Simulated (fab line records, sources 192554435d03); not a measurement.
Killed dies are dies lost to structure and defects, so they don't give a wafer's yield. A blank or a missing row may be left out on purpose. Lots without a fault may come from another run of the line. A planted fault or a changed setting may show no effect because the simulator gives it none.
fab line records | flow n5_finfet
record lots=6 wafers=18 last_day=16
route steps=1938 shown BEOL_M4@1069 PASSIVATION@1936
lots that met no fault: from a run of the same line without faults
start_h: hours from the record's first day to the start of the lot's first wafer shown | wait_h: hours since the lot's step before | " the same as in the row above | L1.1+2: a row that stands for several wafers | - no value, or no start given | * or withheld: withheld | < > ~ a bound
route shown NAME@n: a module of which the file shows steps, and the number in the route of the first | usual: mean/standard deviation of fault-free wafers | same: alike in all rows | chamber/n: place in a boat | sites: the reading at each site | _std_site: their standard deviation | _edge_site: outer sites' mean less inner sites' | radius_mm: how far each site lies from the wafer's centre | mask NAME#n: copy n | behind: the tool/chamber that last shaped the wafer | hold: why the lot was held/for how many hours/how that ended | device: the transistor (n, p or np) that didn't switch | end of line: the same wafers' tests at the end of the route | a step without rows: its recipe alone | killed: dies lost to structure and defects at the first sort, not the wafer's yield | map: a wafer's dies, x killed, . not, _ none there
set.NAME: the setting as run; set.NAME@STEP: as run at that earlier step | model.NAME: the simulator's own value behind a step, which no gauge read
lots at some steps of the route; a table a step, a row a wafer
services: from which hour (start_h, from the record's first day; less than 0 if before it) a tool's chamber was out of use, for how many hours, and why
## steps
# step N5_BEOL_M4_STRIP_36
# recipe chemistry=N2/H2 power_w=450 temp_c=40 pressure_mtorr=20 rf_frequency_hz=6e+07 overash_fraction=0.3 bias_power_w=7 h2_frac=0.5 n2_flow_sccm=200 h2_flow_sccm=200
# usual drypump_motor_current_A=5.7/0.48 oes_product_au=0.78/0.097 rf_vpp_V=59.0/1.3 showerhead_plenum_p_Torr=2.49/0.036 throttle_valve_pct=23.63/0.29
# same overash_fraction=0.3
# columns lot.wafer tool chamber start_h wait_h drypump_motor_current_A oes_product_au rf_hours_counter_h rf_vpp_V showerhead_plenum_p_Torr throttle_valve_pct
L427.1 rie_diel-01 2 191.12 0.0 5.7 0.95 12 59.6 2.49 23.53
L427.3 " 1 " " 5.8 0.68 239 59.9 2.50 23.77
L427.5 " 0 " " 6.5 0.86 - 60.5 2.48 23.14
L428.2 rie_diel-05 2 203.94 0.0 5.2 0.72 186 58.6 2.43 23.80
L428.3 " 3 " " 5.8 0.70 226 61.1 2.50 23.93
L428.6 " 3 " " 5.8 0.70 - 57.2 2.50 23.96
L429.1 rie_diel-02 1 207.07 0.0 6.1 0.72 172 57.7 2.54 23.50
L429.2 " 3 " " 6.1 0.76 127 58.1 2.55 23.44
L429.4 " 2 " " 6.0 0.73 181 58.2 2.53 24.08
L430.2 rie_diel-01 3 210.31 0.0 4.8 0.71 207 57.9 2.51 23.97
L430.4 " 1 " " 5.8 0.68 - 60.5 2.50 23.80
L430.6 " 2 " " 5.7 0.93 - 58.9 2.49 23.51
L439.2 rie_diel-01 2 267.58 0.0 5.7 0.88 43 58.7 2.48 23.55
L439.3 " 0 " " 6.5 0.83 78 59.3 2.47 23.22
L439.5 " 0 " " 6.6 0.83 - 59.0 2.47 23.19
L437.1 rie_diel-02 1 274.59 0.0 6.2 0.69 195 59.2 2.53 23.54
L437.4 " 2 " " 5.9 0.71 204 57.0 2.52 24.15
L437.5 " 2 " " 6.0 0.71 - 61.7 2.52 24.09
# step N5_BEOL_M4_TRENCH_ETCH_37
# recipe chemistry=C4F6/O2 target_depth_a=555.55 target=SiOC time_s=29.2 ion_energy_ev=250 pressure_mtorr=30 source_w=355 bias_w=185 Ar_flow_sccm=300 C4F6_flow_sccm=10 O2_flow_sccm=10
# step N5_BEOL_M4_ETCH_41
# recipe chemistry=CH3F/O2 target=SiCN target_depth_a=299 taper_deg=2 time_s=52.5 ion_energy_ev=120 mask_material=TiN pressure_mtorr=30 source_w=395 bias_w=75 Ar_flow_sccm=150 CH3F_flow_sccm=30 O2_flow_sccm=20
# usual drypump_motor_current_A=5.7/0.48 oes_product_au=0.78/0.096 rf_vpp_V=296.6/1.1 showerhead_plenum_p_Torr=1.964/0.03 throttle_valve_pct=16.35/0.28
# columns lot.wafer tool chamber start_h wait_h drypump_motor_current_A oes_product_au rf_hours_counter_h rf_vpp_V showerhead_plenum_p_Torr throttle_valve_pct
L427.1 rie_diel-01 2 - - 5.7 0.95 12 296.2 1.965 16.31
L427.3 " 1 " " 5.7 0.69 239 297.1 1.964 16.43
L427.5 " 0 " " 6.5 0.86 - 295.5 1.952 15.91
L428.2 rie_diel-05 2 - - 5.2 0.71 186 296.4 1.903 16.43
L428.3 " 3 " " 5.7 0.70 226 296.7 1.974 16.77
L428.6 " 3 " " 5.8 0.70 - 296.2 1.974 16.76
L429.1 rie_diel-02 1 - - 6.1 0.71 172 296.2 1.995 16.18
L429.2 " 3 " " 6.0 0.76 127 298.1 2.011 16.26
L429.4 " 2 " " 6.0 0.71 181 296.9 1.995 16.79
L430.2 rie_diel-01 3 - - 4.8 0.73 207 296.8 1.982 16.57
L430.4 " 1 " " 5.7 0.68 - 297.0 1.960 16.45
L430.6 " 2 " " 5.7 0.93 - 296.1 1.963 16.29
L439.2 rie_diel-01 2 - - 5.7 0.88 43 295.8 1.955 16.36
L439.3 " 0 " " 6.5 0.83 78 295.6 1.943 15.95
L439.5 " 0 " " 6.5 0.82 - 294.8 1.943 15.97
L437.1 rie_diel-02 1 - - 6.1 0.70 195 296.4 1.988 16.22
L437.4 " 2 " " 5.9 0.71 204 298.9 1.987 16.82
L437.5 " 2 " " 6.0 0.70 - 298.4 1.988 16.84
# step N5_BEOL_M4_STRIP_97
# recipe chemistry=N2/H2 time_s=10 power_w=450 temp_c=40 pressure_mtorr=20 rf_frequency_hz=6e+07 bias_power_w=7 n2_flow_sccm=200 h2_flow_sccm=200
# usual drypump_motor_current_A=5.7/0.48 oes_product_au=0.78/0.097 rf_vpp_V=59.0/0.79 showerhead_plenum_p_Torr=2.49/0.036 throttle_valve_pct=23.63/0.29
# columns lot.wafer tool chamber start_h wait_h drypump_motor_current_A oes_product_au rf_hours_counter_h rf_vpp_V showerhead_plenum_p_Torr throttle_valve_pct
L427.1 rie_diel-01 2 - - 5.7 0.95 12 60.5 2.49 23.49
L427.3 " 1 " " 5.8 0.68 239 59.5 2.50 23.77
L427.5 " 0 " " 6.5 0.85 - 59.3 2.48 23.15
L428.2 rie_diel-05 2 - - 5.2 0.71 186 57.7 2.43 23.78
L428.3 " 3 " " 5.7 0.70 226 58.2 2.50 23.96
L428.6 " 3 " " 5.8 0.70 - 57.4 2.50 23.96
L429.1 rie_diel-02 1 - - 6.1 0.72 172 59.1 2.54 23.50
L429.2 " 3 " " 6.1 0.75 127 60.3 2.55 23.43
L429.4 " 2 " " 5.9 0.72 181 59.7 2.53 24.07
L430.2 rie_diel-01 3 - - 4.8 0.73 207 59.5 2.51 23.95
L430.4 " 1 " " 5.7 0.68 - 57.0 2.50 23.78
L430.6 " 2 " " 5.7 0.93 - 59.3 2.49 23.51
L439.2 rie_diel-01 2 - - 5.7 0.88 43 58.7 2.48 23.53
L439.3 " 0 " " 6.6 0.83 78 59.5 2.47 23.21
L439.5 " 0 " " 6.5 0.82 - 59.5 2.47 23.20
L437.1 rie_diel-02 1 - - 6.1 0.70 195 59.3 2.53 23.56
L437.4 " 2 " " 6.0 0.71 204 58.2 2.52 24.10
L437.5 " 2 " " 6.0 0.71 - 58.1 2.52 24.11
# step N5_BEOL_M4_OCD_MEAS_38
# usual trench_depth_nm=55.4/0.97
# columns lot.wafer tool chamber start_h wait_h trench_depth_nm
L427.1 ocd-02 - 191.31 - 56.9
L427.3 " - " " 54.7
L427.5 " - " " 55.3
L428.2 ocd-02 - 204.13 - 55.3
L428.3 " - " " 54.4
L428.6 " - " " 54.1
L429.1 ocd-01 - 207.27 - 55.8
L429.2 " - " " 55.5
L429.4 " - " " 54.2
L430.2 ocd-01 - 210.51 - 54.0
L430.4 " - " " 55.3
L430.6 " - " " 56.2
L439.2 ocd-02 - 267.77 - 57.4
L439.3 " - " " 56.1
L439.5 " - " " 55.6
L437.1 ocd-02 - 274.79 - 54.5
L437.4 " - " " 53.3
L437.5 " - " " 52.7
# step N5_BEOL_M4_HM_STRIP_39
# recipe chemistry=peroxide_tin_strip material=TiN target_depth_a=250 temp_c=50 time_s=158
# step N5_BEOL_M4_SRD_40
# recipe time_s=30 temp_c=23 rinse_liquid=diw dry=ipa_marangoni
# step N5_BEOL_M4_PRECLEAN_42
# recipe chemistry=residue_remover time_s=60 temp_c=40
# step N5_BEOL_M4_SRD_43
# recipe time_s=30 temp_c=23 rinse_liquid=diw dry=ipa_marangoni
# step N5_BEOL_M4_CD_MEAS_35
# recipe target_cd_nm=18 target_cd_y_nm=22.4 polarity=opening
# usual cd_nm=17.9/0.31
# columns lot.wafer tool chamber start_h wait_h cd_nm
L427.1 cd_sem-01 - 191.46 0.0 18.2
L427.3 " - " " 18.0
L427.5 " - " " 18.6
L428.2 cd_sem-02 - 204.28 0.0 18.0
L428.3 " - " " 17.6
L428.6 " - " " 17.9
L429.1 cd_sem-03 - 207.52 0.0 17.9
L429.2 " - " " 17.9
L429.4 " - " " 17.9
L430.2 cd_sem-02 - 210.66 0.0 17.9
L430.4 " - " " 18.2
L430.6 " - " " 17.6
L439.2 cd_sem-01 - 267.93 0.0 17.5
L439.3 " - " " 17.7
L439.5 " - " " 17.6
L437.1 cd_sem-02 - 274.94 0.0 17.6
L437.4 " - " " 17.3
L437.5 " - " " 17.6
# step N5_BEOL_M4_DEGAS_44
# recipe ambient=vacuum temp_c=250 time_s=60
# step N5_BEOL_M4_PRE_CLEAN_45
# recipe gas=H2/He time_s=30 temp_c=250
# usual heater_power_w=338/39
# columns lot.wafer tool chamber start_h wait_h heater_power_w
L427.1 pvd_sputter-02 - 191.82 0.0 359
L427.3 " - " " 370
L427.5 " - " " 289
L428.2 pvd_sputter-03 - 204.51 0.0 305
L428.3 " - " " 330
L428.6 " - " " 345
L429.1 pvd_sputter-01 - 207.75 0.0 348
L429.2 " - " " 252
L429.4 " - " " 381
L430.2 pvd_sputter-03 - 211.07 0.0 371
L430.4 " - " " 341
L430.6 " - " " 373
L439.2 pvd_sputter-02 - 268.45 0.0 287
L439.3 " - " " 347
L439.5 " - " " 295
L437.1 pvd_sputter-01 - 275.71 0.0 250
L437.4 " - " " 376
L437.5 " - " " 345
# step N5_BEOL_M4_ALD_84
# recipe material=TaN target_thk_a=* temp_c=275 ald_precursor_family=PDMAT ald_co_reactant=NH3 pressure_torr=3 carrier_flow_sccm=1500 pulse_time_s=2 purge_time_s=3 co_reactant_purge_time_s=2 co_reactant_pulse_time_s=3 ald_cycles=30 precursor_vessel_temp_c=75 precursor_vessel_pressure_torr=26.25 precursor_vessel_carrier_sccm=1000
# usual co_reactant_pulse_time_s=3/0 heater_power_w=436/46 precursor_vessel_pressure_torr=26.25/0.056
# columns lot.wafer tool chamber start_h wait_h co_reactant_pulse_time_s heater_power_w precursor_vessel_pressure_torr
L427.1 ald_metal-02 1 191.90 0.1 3 513 26.22
L427.3 " 3 " " 3 457 26.23
L427.5 " 3 " " 3 449 26.22
L428.2 ald_metal-02 2 204.63 0.1 3 343 26.25
L428.3 " 1 " " 3 513 26.26
L428.6 " 2 " " 3 344 26.24
L429.1 ald_metal-02 1 207.91 0.1 4.2971 517 26.25
L429.2 " 0 " " 3 433 26.29
L429.4 " 2 " " 4.2971 345 26.21
L430.2 ald_metal-02 0 211.13 0.0 3 457 26.30
L430.4 " 3 " " 4.2971 470 26.32
L430.6 " 0 " " 4.2971 458 26.33
L439.2 ald_metal-01 1 268.57 0.1 3 491 26.21
L439.3 " 0 " " 3 450 26.29
L439.5 " 0 " " 3 438 26.28
L437.1 ald_metal-04 0 275.79 0.1 3 461 26.34
L437.4 " 2 " " 3 375 26.28
L437.5 " 0 " " 3 451 26.36
# step N5_BEOL_M4_SURFACE_TREAT_85
# recipe gas=Ar time_s=* ion_energy_ev=* ion_current_ma_cm2=0.5 pressure_mtorr=* ar_flow_sccm=30
# usual throttle_valve_pct=*
# columns lot.wafer tool chamber start_h wait_h throttle_valve_pct
L427.1 pvd_sputter-02 - 192.41 0.4 *
L427.3 " - " " *
L427.5 " - " " *
L428.2 pvd_sputter-01 - 204.99 0.3 *
L428.3 " - " " *
L428.6 " - " " *
L429.1 pvd_sputter-02 - 208.16 0.1 *
L429.2 " - " " *
L429.4 " - " " *
L430.2 pvd_sputter-03 - 211.37 0.1 *
L430.4 " - " " *
L430.6 " - " " *
L439.2 pvd_sputter-03 - 268.79 0.1 *
L439.3 " - " " *
L439.5 " - " " *
L437.1 pvd_sputter-03 - 276.01 0.1 *
L437.4 " - " " *
L437.5 " - " " *
# step N5_BEOL_M4_RC_MEAS_101
# usual DIBL_N=36.5/1.4 DIBL_P=36.5/1.6 IOFF_N=0.163/0.022 IOFF_P=0.219/0.029 ION_N=675/8.3 ION_P=464/6.2 SS_N=71.5/0.52 SS_P=73.4/0.57 VT_N=249.7/2.6 VT_P=-250/3
# columns lot.wafer tool chamber start_h wait_h DIBL_N[mV/V] DIBL_P[mV/V] IOFF_N[nA/um] IOFF_P[nA/um] ION_N[uA/um] ION_P[uA/um] SS_N[mV/dec] SS_P[mV/dec] VT_N[mV] VT_P[mV]
L427.1 prober-02 0 201.60 0.0 37.2 36.7 0.175 0.217 675 462 71.6 74.2 249.6 -253
L427.3 " 0 " " 36.6 35.0 0.162 0.191 679 463 71.9 73.3 253.3 -253
L427.5 " 0 " " 38.3 38.0 0.198 0.237 681 470 71.6 74.3 247.6 -250
L428.2 prober-02 0 208.40 0.2 33.6 32.9 0.129 0.164 674 461 71.3 72.1 252.2 -253
L428.3 " 0 " " 34.6 35.0 0.140 0.184 663 457 71.3 72.3 251.6 -253
L428.6 " 0 " " 35.3 35.7 0.152 0.193 676 463 70.9 72.8 247.7 -252
L429.1 prober-01 0 213.01 0.0 35.2 35.1 0.147 0.180 673 462 71.7 72.9 250.7 -253
L429.2 " 0 " " 34.9 34.8 0.145 0.179 675 461 71.0 72.5 252.5 -252
L429.4 " 0 " " 36.8 37.2 0.177 0.200 680 461 72.1 73.4 246.7 -250
L430.2 prober-01 0 214.85 0.2 36.9 36.2 0.167 0.253 685 473 71.2 73.3 249.1 -244
L430.4 " 0 " " 34.2 33.7 0.129 0.213 673 468 71.0 72.0 252.0 -248
L430.6 " 0 " " 35.3 34.5 0.141 0.221 681 469 71.2 72.5 248.7 -248
L439.2 prober-02 0 272.07 0.2 37.1 37.8 0.176 0.255 689 472 71.9 74.0 248.2 -246
L439.3 " 0 " " 36.8 37.0 0.186 0.239 685 466 71.5 73.9 244.8 -247
L439.5 " 0 " " 37.0 37.2 0.177 0.246 686 472 72.0 73.8 248.6 -246
L437.1 prober-01 0 279.25 0.0 37.9 36.0 0.168 0.196 684 459 71.8 73.7 249.6 -253
L437.4 " 0 " " 38.9 37.0 0.189 0.216 688 461 71.8 74.8 247.1 -255
L437.5 " 0 " " 38.3 36.9 0.174 0.210 679 460 71.2 74.4 248.3 -252
# step N5_PASSIVATION_PROBE_49
# usual defect_limited_yield=91.2/1.6 killed_at_M0_to_M3=33/11 killed_at_M4_up=15/6.2 killed_at_contacts=15/7.1 killed_at_front_end=38/12 killed_at_other=4/3.5 killed_dies=104/19 killed_open=69/14 killed_short=34/8.5 sort_bin_5_function=5.2/0.99 sort_bin_6_memory=3.3/0.77 sort_n_pass=1076/19 sort_yield_pct=91.2/1.6
# same gross_dies=1180 killed_at_back_side=0 sort_bin_4_leakage[%]=0 sort_bin_8_speed[%]=0
# columns lot.wafer tool chamber start_h wait_h defect_limited_yield[%] killed_at_M0_to_M3 killed_at_M4_up killed_at_contacts killed_at_front_end killed_at_other killed_dies killed_open killed_short sort_bin_5_function[%] sort_bin_6_memory[%] sort_n_pass sort_yield_pct[%]
L427.1 prober-01 - 310.05 0.0 90.1 36 19 20 37 5 117 85 32 5.8 3.9 1063 90.1
L427.3 prober-01 - 310.15 0.1 89.2 39 24 24 38 2 127 97 29 7.3 3.3 1053 89.2
L427.5 prober-01 - 310.25 0.2 87.8 41 28 20 55 0 144 106 38 7.4 4.5 1036 87.8
# killed by level:class
L427.1 MOL_CONTACT_COAG:geometric_particle:open=15 STI_FIN_REVEAL:geometric_particle:open=11 GATE_CUT:geometric_particle:short=7 BEOL_M4:geometric_particle:open=7 BEOL_M0:geometric_particle:open=6 BEOL_M2:geometric_particle:open=6 MOL_CONTACT_COAG:geometric_particle:short=5 BEOL_M1:geometric_particle:open=5
L427.3 MOL_CONTACT_COAG:geometric_particle:open=19 STI_FIN_REVEAL:geometric_particle:open=12 BEOL_M2:geometric_particle:open=12 BEOL_M4:geometric_particle:open=10 FIN_SAQP:geometric_particle:open=9 BEOL_M5:geometric_particle:open=7 DUMMY_GATE:geometric_particle:open=6 MOL_CONTACT_COAG:geometric_particle:short=5
L427.5 STI_FIN_REVEAL:geometric_particle:open=23 MOL_CONTACT_COAG:geometric_particle:open=15 BEOL_M3:geometric_particle:open=10 BEOL_M4:geometric_particle:open=10 BEOL_M5:geometric_particle:open=10 BEOL_M1:geometric_particle:open=9 MOL_CONTACT_COAG:geometric_particle:short=5 BEOL_M0_SAQP:geometric_particle:short=5
## services
# columns tool chamber start_h hours kind
rie_diel-05 1 184.07 - clean
rie_diel-05 1 184.07 - consumable_replace:focus_ring
rie_diel-05 1 184.07 21.9 scheduled_down
rie_diel-05 1 184.07 21.9 vent_cycle
ald_metal-04 - 199.22 1.0 repair
rie_diel-01 0 205.00 10.7 repair
rie_diel-05 3 217.36 2.8 repair
rie_diel-05 0 221.67 - clean
rie_diel-05 0 221.67 - consumable_replace:focus_ring
rie_diel-05 0 221.67 19.9 scheduled_down
rie_diel-05 0 221.67 19.9 vent_cycle
rie_diel-01 1 226.12 7.0 repair
rie_diel-01 1 233.20 - clean
rie_diel-01 1 233.20 - consumable_replace:focus_ring
rie_diel-01 1 233.20 23.2 scheduled_down
rie_diel-01 1 233.20 23.2 vent_cycle
ald_metal-04 1 235.12 6.6 repair
ald_metal-02 - 259.49 14.6 pm
rie_diel-05 3 265.74 - clean
rie_diel-05 3 265.74 - consumable_replace:focus_ring
rie_diel-05 3 265.74 15.5 scheduled_down
rie_diel-05 3 265.74 15.5 vent_cycle
rie_diel-05 - 271.96 10.0 pm
ald_metal-04 3 273.42 4.0 repair
## key
first_sign step=N5_BEOL_M4_ALD_84 reading=co_reactant_pulse_time_s direction=up sigmas=99+ usual=* struck=*
effect none on later readings
met_at N5_BEOL_M4_ALD_84
struck_wafers L429.1,L429.4,L430.4,L430.6
onset_between 204.63 207.91
fault kind=process_parameter_drift tool=ald_metal-02 chamber=- onset_h=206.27 steps=N5_BEOL_M4_ALD_84 channel=co_reactant_pulse_time_s offset=* shape=step end_h=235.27 scope=struck_wafers_only acts_in=* stated=*
